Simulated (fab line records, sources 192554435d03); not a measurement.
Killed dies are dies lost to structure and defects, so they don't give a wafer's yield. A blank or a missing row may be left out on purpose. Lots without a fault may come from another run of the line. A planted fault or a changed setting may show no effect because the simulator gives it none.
Chamber matching | flow n5_finfet | N5_SD_EPI_P_SD_RECESS_17 on rie_si-05: 4 sister chambers
The step chemistry HBr/Cl2/O2, target depth 39.1 nm, bt time 3 s. 4 wafers are shown with their chamber, then 11 later ones without.

WAFERS WITH THEIR CHAMBER
wafer  | chamber | throttle_valve_pct (%)
L081.5 | 3       | 37.11
L087.3 | 1       | 36.95
L087.5 | 0       | 37.15
L089.1 | 2       | 37.11

WAFERS WITHOUT THEIR CHAMBER
wafer  | throttle_valve_pct (%)
L089.5 | 36.96
L089.6 | 37.18
L093.2 | 36.94
L093.4 | 37.11
L093.5 | 37.10
L094.1 | 36.94
L094.2 | 37.17
L094.3 | 37.13
L097.1 | 36.96
L097.3 | 37.10
L097.5 | 36.94

WHICH CHAMBER EACH WENT THROUGH
wafer  | from the rows above          | in truth
L089.5 | 1                            | 1
L089.6 | 0                            | 0
L093.2 | 1                            | 1
L093.4 | can't be placed: 2 or 3      | 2
L093.5 | can't be placed: 2 or 3      | 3
L094.1 | 1                            | 1
L094.2 | 0                            | 0
L094.3 | can't be placed: 0 or 2 or 3 | 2
L097.1 | 1                            | 1
L097.3 | can't be placed: 2 or 3      | 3
L097.5 | 1                            | 1
Placed correctly: 7 of 11. Can't be placed from these rows: 4 (the true chamber is among the candidates in 4). Placed wrongly: 0.
How it was worked out, from the rows above alone: a wafer's distance from a chamber is the root of the sum, over the readings, of the square of ((its reading less the chamber's mean) divided by the reading's scatter). The wafer belongs to the nearest chamber; if the next one is less than 2 further off, it can't be placed. A chamber's mean is the mean of its shown wafers. The scatter: with one shown wafer a chamber, the root of the mean of the squares of how far each hidden wafer lies from its nearest shown one.
